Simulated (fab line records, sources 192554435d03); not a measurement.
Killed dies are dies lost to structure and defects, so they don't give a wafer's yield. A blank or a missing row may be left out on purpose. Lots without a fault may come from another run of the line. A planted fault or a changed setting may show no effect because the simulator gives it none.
fab line records | flow n5_finfet
record lots=4 wafers=12 last_day=18
route steps=1938 shown BEOL_M3@1011 BEOL_M4@1021 PASSIVATION@1936
lots that met no fault: from a run of the same line without faults
start_h: hours from the record's first day to the start of the lot's first wafer shown | wait_h: hours since the lot's step before | " the same as in the row above | L1.1+2: a row that stands for several wafers | - no value, or no start given | * or withheld: withheld | < > ~ a bound
route shown NAME@n: a module of which the file shows steps, and the number in the route of the first | usual: mean/standard deviation of fault-free wafers | same: alike in all rows | chamber/n: place in a boat | sites: the reading at each site | _std_site: their standard deviation | _edge_site: outer sites' mean less inner sites' | radius_mm: how far each site lies from the wafer's centre | mask NAME#n: copy n | behind: the tool/chamber that last shaped the wafer | hold: why the lot was held/for how many hours/how that ended | device: the transistor (n, p or np) that didn't switch | end of line: the same wafers' tests at the end of the route | a step without rows: its recipe alone | killed: dies lost to structure and defects at the first sort, not the wafer's yield | map: a wafer's dies, x killed, . not, _ none there
set.NAME: the setting as run; set.NAME@STEP: as run at that earlier step | model.NAME: the simulator's own value behind a step, which no gauge read
lots at some steps of the route; a table a step, a row a wafer
services: from which hour (start_h, from the record's first day; less than 0 if before it) a tool's chamber was out of use, for how many hours, and why
## steps
# step N5_BEOL_M3_ECD_50
# recipe material=Cu target_thk_a=3000
# step N5_BEOL_M3_ANNEAL_51
# recipe temp_c=225 time_s=90 ambient=N2
# step N5_BEOL_M3_CMP_52
# recipe stop_on=SiOC t_overpolish_s=6.8 down_force_psi=1 platen_rpm=50 clearing_platen_down_force_psi=1.5 clearing_platen_rpm=50 post_cmp_clean=cu_alkaline target_thk_nm=40 clearing_platen_pad_velocity_m_s=0.99484 pad_velocity_m_s=0.99484
# step N5_BEOL_M3_PRE_CLEAN_60
# recipe gas=NH3/H2 time_s=15 temp_c=* rf_power_w=300
# step N5_BEOL_M3_CO_CAP_55
# recipe material=Co target_thk_a=20 temp_c=200 precursor=CCTBA/H2 pressure_torr=30 time_s=102.1
# step N5_BEOL_M3_PRE_CLEAN_56
# recipe gas=NH3 time_s=15 temp_c=withheld rf_power_w=300
# step N5_BEOL_M3_DEP_57
# recipe material=SiCN target_thk_a=80 temp_c=withheld precursor=3MS/NH3 pressure_torr=3 rf_w=202 time_s=14
# step N5_BEOL_M4_ILD_DEP_00
# recipe material=SiOC target_thk_a=790 temp_c=350 precursor=DEMS/O2 pressure_torr=5 rf_w=500 time_s=15.3
# step N5_BEOL_M4_PECVD_72
# recipe material=SiO2 target_thk_a=160 temp_c=400 precursor=TEOS/O2 pressure_torr=5.5 rf_w=450 teos_flow_sccm=53.8 gas=O2 flow_sccm=3000 time_s=18
# usual heater_power_w=737/150 showerhead_plenum_p_Torr=8.78/0.082 throttle_valve_pct=22.8/1.3
# columns lot.wafer tool chamber start_h wait_h heater_power_w showerhead_plenum_p_Torr throttle_valve_pct
L159.3 pecvd-02 1 179.93 0.0 653 8.74 22.6
L159.4 " 2 " " 995 8.74 22.0
L159.5 " 1 " " 675 8.72 22.7
L161.1 pecvd-02 2 200.64 0.0 957 8.69 21.8
L161.4 " 1 " " 676 8.73 23.1
L161.6 " 0 " " 692 8.74 23.3
L172.1 pecvd-02 2 284.43 0.0 911 8.70 22.0
L172.3 " 1 " " 723 8.74 22.6
L172.5 " 2 " " 908 8.74 22.3
L176.2 pecvd-01 0 293.59 0.0 712 8.91 25.4
L176.3 " 2 " " 909 8.63 21.4
L176.6 " 2 " " 910 8.64 21.4
# step N5_BEOL_M4_HM_DEP_02
# recipe material=TiN target_thk_a=200 temp_c=25 chamber_pressure_pa=0.49996
# step N5_BEOL_M4_COAT_61
# recipe resist=SOC temp_c=250 time_s=60 spin_rpm=1500 resist_thk_nm=60
# step N5_BEOL_M4_COAT_62
# recipe resist=SiARC temp_c=220 time_s=60 spin_rpm=1500 resist_thk_nm=12
# step N5_BEOL_M4_COAT_73
# recipe resist=underlayer temp_c=205 time_s=60 spin_rpm=1500 resist_thk_nm=5
# step N5_BEOL_M4_COAT_05
# recipe resist=CAR-EUV spin_rpm=1500 resist_thk_nm=30
# step N5_BEOL_M4_EBR_07
# recipe solvent=PGMEA ebr_width_mm=1.5
# step N5_BEOL_M4_SOFTBAKE_06
# recipe temp_c=110 time_s=60 resist=CAR-EUV
# step N5_BEOL_M4_EXPOSE_08
# recipe mask_id=M4 na=0.33 source_shape=dipole sigma_inner=0.369 sigma_outer=0.767 polarization=unpolarized dose_mj=41.25
# step N5_BEOL_M4_PEB_09
# recipe peb_temp_c=100 peb_time_s=60 resist=CAR-EUV
# step N5_BEOL_M4_DEVELOP_10
# recipe develop_time_s=30 developer=TMAH resist=CAR-EUV rinse_liquid=surfactant_rinse dry=air_spin dev_temp_c=23
# step N5_BEOL_M4_INSPECT_13
# recipe mode=adi inspect_instrument=brightfield
# usual raw_defect_count=375/86
# columns lot.wafer tool chamber start_h wait_h raw_defect_count
L159.3 defect_inspect-02 - 181.68 0.0 1628
L159.4 " - " " 346
L159.5 " - " " 1611
L161.1 defect_inspect-01 - 201.52 0.1 329
L161.4 " - " " 1641
L161.6 " - " " 254
L172.1 defect_inspect-01 - 285.01 0.1 358
L172.3 " - " " 317
L172.5 " - " " 422
L176.2 defect_inspect-02 - 295.27 0.0 333
L176.3 " - " " 344
L176.6 " - " " 385
# step N5_BEOL_M4_DESCUM_16
# recipe chemistry=O2 time_s=7 source_power_w=50 bias_power_w=20 pressure_mtorr=20 rf_frequency_hz=2.712e+07 temp_c=40 resist=CAR-EUV o2_flow_sccm=225
# step N5_BEOL_M4_RC_MEAS_101
# usual DIBL_N=36.3/1.9 DIBL_P=36.0/2.1 IOFF_N=0.16/0.031 IOFF_P=0.21/0.035 ION_N=675/14 ION_P=464/8.5 SS_N=71.5/0.6 SS_P=73.3/0.72 VT_N=250/3.2 VT_P=-250/3.1
# columns lot.wafer tool chamber start_h wait_h DIBL_N[mV/V] DIBL_P[mV/V] IOFF_N[nA/um] IOFF_P[nA/um] ION_N[uA/um] ION_P[uA/um] SS_N[mV/dec] SS_P[mV/dec] VT_N[mV] VT_P[mV]
L159.3 prober-01 0 192.98 0.3 35.8 36.9 0.16 0.24 680 471 71.8 73.4 251 -249
L159.4 " 0 " " 33.1 33.2 0.13 0.19 672 468 71.0 72.2 251 -248
L159.5 " 0 " " 34.9 36.5 0.16 0.25 676 469 70.9 73.0 249 -244
L161.1 prober-02 0 207.11 0.0 36.8 36.1 0.15 0.24 678 469 70.9 73.2 248 -246
L161.4 " 0 " " 40.4 39.5 0.21 0.30 687 476 72.2 73.4 245 -245
L161.6 " 0 " " 38.9 37.4 0.19 0.25 683 467 71.8 73.2 249 -245
L172.1 prober-02 0 307.55 0.0 38.7 36.1 0.19 0.21 680 463 71.5 73.5 246 -249
L172.3 " 0 " " 37.7 36.8 0.16 0.23 670 464 71.4 73.8 247 -245
L172.5 " 0 " " 37.7 36.6 0.16 0.22 670 459 71.6 73.1 249 -250
L176.2 prober-02 0 324.74 0.2 35.5 35.9 0.15 0.22 698 483 71.4 73.2 249 -250
L176.3 " 0 " " 33.4 33.9 0.11 0.20 652 462 71.5 71.7 255 -248
L176.6 " 0 " " 34.1 34.3 0.13 0.20 683 478 72.3 72.5 253 -250
# step N5_PASSIVATION_PROBE_49
# usual defect_limited_yield=91.0/1.5 killed_at_M0_to_M3=32/9.6 killed_at_M4_up=13/4.7 killed_at_contacts=13/7.2 killed_at_front_end=44/13 killed_at_other=4/3.4 killed_dies=106/18 killed_on_rim=14/4.2 killed_open=70/13 killed_short=35/8 sort_bin_5_function=5.3/0.97 sort_bin_6_memory=3.4/0.73 sort_bin_8_speed=0.00/0.036 sort_n_pass=1074/18 sort_yield_pct=91.0/1.5
# same gross_dies=1180 killed_at_back_side=0 sort_bin_4_leakage[%]=0
# columns lot.wafer tool chamber start_h wait_h defect_limited_yield[%] killed_at_M0_to_M3 killed_at_M4_up killed_at_contacts killed_at_front_end killed_at_other killed_dies killed_on_rim killed_open killed_short sort_bin_5_function[%] sort_bin_6_memory[%] sort_bin_8_speed[%] sort_n_pass sort_yield_pct[%]
L159.3 prober-02 - 272.74 0.1 84.4 38 110 4 30 2 184 30 56 24 8.9 3.6 0 996 84.4
L159.4 prober-02 - 272.79 0.2 91.3 30 13 17 40 3 103 12 71 28 4.8 3.6 0 1077 91.3
L159.5 prober-02 - 272.84 0.2 82.4 44 97 10 47 10 208 41 82 34 9.9 4.5 0 972 82.4
L161.4 prober-02 - 290.63 0.2 84.4 28 112 4 37 3 184 31 53 34 8.9 3.9 0 996 84.4
L172.1 prober-01 - 420.81 0.0 92.5 28 7 18 28 8 89 14 59 30 4.6 2.6 0 1091 92.5
L172.3 prober-01 - 420.91 0.1 89.5 57 14 19 29 5 124 17 78 42 6.4 3.7 0 1056 89.5
L172.5 prober-01 - 421.01 0.2 91.8 49 4 11 27 6 97 16 58 38 4.5 3.6 0 1083 91.8
L176.2 prober-01 - 432.59 0.1 92.4 25 8 8 44 5 90 13 65 25 4.7 2.5 0 1090 92.4
L176.3 prober-01 - 432.64 0.1 90.4 34 17 9 50 3 113 14 73 36 5.6 3.6 0 1067 90.4
L176.6 prober-01 - 432.79 0.3 93.1 17 18 13 30 4 82 13 55 27 4.3 2.4 0 1098 93.1
# killed by level:class
L159.3 BEOL_M4:unspecified=101 BEOL_M2:geometric_particle:open=10 FIN_SAQP:geometric_particle:short=7 BEOL_M0_SAQP:geometric_particle:short=7 BEOL_M0:geometric_particle:open=6 BEOL_M0_SAQP:geometric_particle:open=6 BEOL_M1:geometric_particle:open=6 DUMMY_GATE:geometric_particle:open=4
L159.4 MOL_CONTACT_COAG:geometric_particle:open=12 FIN_SAQP:geometric_particle:open=11 BEOL_M4:geometric_particle:open=10 FIN_SAQP:geometric_particle:short=8 BEOL_M2:geometric_particle:open=7 STI_FIN_REVEAL:geometric_particle:open=6 GATE_CUT:geometric_particle:open=5 MOL_CONTACT_COAG:geometric_particle:short=5
L159.5 BEOL_M4:unspecified=87 BEOL_M2:geometric_particle:open=17 BEOL_M0_SAQP:geometric_particle:open=12 FIN_SAQP:geometric_particle:open=11 FIN_SAQP:geometric_particle:short=10 MOL_CONTACT_COAG:geometric_particle:open=8 BEOL_M3:geometric_particle:open=6 GATE_CUT:geometric_particle:open=5
L161.4 BEOL_M4:unspecified=97 BEOL_M0_SAQP:geometric_particle:short=8 STI_FIN_REVEAL:geometric_particle:open=6 GATE_CUT:geometric_particle:open=6 FIN_SAQP:geometric_particle:open=5 FIN_SAQP:geometric_particle:short=5 DUMMY_GATE:geometric_particle:open=5 BEOL_M0_SAQP:geometric_particle:open=5
L172.1 MOL_CONTACT_COAG:geometric_particle:open=13 FIN_SAQP:geometric_particle:open=11 BEOL_M3:geometric_particle:open=10 FIN_SAQP:geometric_particle:short=6 BEOL_M0_SAQP:geometric_particle:short=6 MOL_CONTACT_COAG:geometric_particle:short=5 BEOL_M0_SAQP:geometric_particle:open=5 BEOL_M2:geometric_particle:open=4
L172.3 BEOL_M0_SAQP:geometric_particle:open=18 BEOL_M3:geometric_particle:open=15 MOL_CONTACT_COAG:geometric_particle:open=12 FIN_SAQP:geometric_particle:open=7 BEOL_M4:geometric_particle:open=7 MOL_CONTACT_COAG:geometric_particle:short=6 BEOL_M3:geometric_particle:short=5 BEOL_M1:geometric_particle:short=5
L172.5 BEOL_M3:geometric_particle:open=20 BEOL_M0_SAQP:geometric_particle:short=16 MOL_CONTACT_COAG:geometric_particle:open=7 BEOL_M0_SAQP:geometric_particle:open=7 FIN_SAQP:geometric_particle:short=6 FIN_SAQP:geometric_particle:open=5 GATE_CUT:geometric_particle:open=5 STARTING-WAFER:geometric_particle:short=5
L176.2 FIN_SAQP:geometric_particle:short=11 STI_FIN_REVEAL:geometric_particle:open=11 FIN_SAQP:geometric_particle:open=9 BEOL_M0_SAQP:geometric_particle:open=9 MOL_CONTACT_COAG:geometric_particle:open=7 DUMMY_GATE:geometric_particle:open=6 BEOL_M2:geometric_particle:open=5 BEOL_M1:geometric_particle:open=4
L176.3 STI_FIN_REVEAL:geometric_particle:open=12 MOL_CONTACT_COAG:geometric_particle:open=9 BEOL_M0_SAQP:geometric_particle:short=9 FIN_SAQP:geometric_particle:open=8 FIN_SAQP:geometric_particle:short=8 BEOL_M1:geometric_particle:open=8 BEOL_M0_SAQP:geometric_particle:open=7 BEOL_M4:geometric_particle:open=6
L176.6 BEOL_M4:geometric_particle:open=10 MOL_CONTACT_COAG:geometric_particle:open=9 FIN_SAQP:geometric_particle:short=6 BEOL_M1:geometric_particle:open=6 MOL_CONTACT_COAG:geometric_particle:short=4 STI_FIN_REVEAL:geometric_particle:open=3 DUMMY_GATE:geometric_particle:open=3 ILD0:geometric_particle:short=3
# map L159.5 (x killed, . not)
_________________.x.x........________________
______________x.........x....x.x_____________
___________......x.x.x.x.......xxx.__________
__________...x...x...............xxx_________
________x..........x..x.......x.xxxxxx_______
_______.x.......x...x...........xxxxxxx______
______.....x...........xx...x...xxxxxxxx_____
_____........x.x.........x...x..xxxxxxxxx____
____.............x...x...x.....xxxxxxxxxxx___
___........x.......xx........x.xxxxxxxxxxxx__
___.............x....x.........x.xxxxxxxxxx__
__...........x...x..........x...xx.xxxxxxx.x_
__....................x...........x..x..x.xx_
_.....x..............................x...x.xx
_x......x.xx..................x...x.x......x.
_....xx............x...x...........x.........
_.............x...............x...........x.x
_............x..x.x....x...........x.........
_........x................x.........x......x.
_.............x.....x..........xx.........x..
_....xx.x...............x....x......x........
__.......x...........x....x........x...x...._
__.x...x.............x.....................x_
___...........x......x.................x..x__
___..x..xx......x..x......x.......x......x.__
____........................x.............___
_____.....x.....x.................x......____
______...................x......x....x.._____
_______...x.....x....x....x............______
________............x......x.........._______
__________.x............x.x........._________
___________..xx....................__________
______________x..x.............._____________
_________________............________________
# map L161.4 (x killed, . not)
_________________...........x________________
______________x...x............._____________
___________...x............x.....xx__________
__________..............xx....x.xxxx_________
________...............x...x.x.x.xxxxx_______
_______..........x.......x......xxxxxxx______
______.........................xxxxxxxxx_____
_____........x.....x.......x.xxxxxxxxxxxx____
____x.x........................xxxxxxxxxxx___
___............................xxxxxxxxxxxx__
___...........................x.xxxxxxxxxxx__
__...........x..............x...xxx.xxxxx.xx_
__......x..............x.x....x...x..xxxx.xx_
_.....x..........................x...x.xx....
_.....x..........x........x.........x..xx.x..
_...............x..............x....x........
_............x..........x....................
_...........x................................
_.....x..x............................x..xxx.
_...................x........................
_......x.x.......x......x....................
__x.........x.....x............x.....x......_
__..........x.....x.............x.x........._
___...........x.....x........x......x.x.xx.__
___.x........................x...x........x__
____x...............x....x.......x........___
_____........x....x......................____
______.....x.......x.......x..x........._____
_______................................______
________..x............x....x........._______
__________..........x..............._________
___________......x.x...............__________
______________x.......x.x......._____________
_________________............________________
## services
# columns tool chamber start_h hours kind
pecvd-01 - 157.17 2.1 repair
pecvd-02 - 191.55 2.8 pm
pecvd-01 0 210.55 5.5 scheduled_down
pecvd-01 2 216.01 5.5 scheduled_down
pecvd-02 0 231.36 2.1 scheduled_down
pecvd-01 2 233.55 2.1 scheduled_down
pecvd-02 1 236.93 5.5 scheduled_down
pecvd-02 0 279.40 5.5 scheduled_down
## key
first_sign step=N5_BEOL_M4_INSPECT_13 reading=raw_defect_count direction=up sigmas=15 usual=375 struck=1627
effect step=N5_PASSIVATION_PROBE_49 reading=killed_at_M4_up direction=up sigmas=20 usual=13 struck=106
more_kills_born_at N5_BEOL_M4_PECVD_72@pecvd-02=285
met_at N5_BEOL_M4_PECVD_72
struck_wafers L159.3,L159.5,L161.4
fault kind=chamber_particle_source tool=pecvd-02 chamber=1 onset_h=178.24 steps=N5_BEOL_M4_PECVD_72 rate_per_visit_cm2=1.7893 end_h=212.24
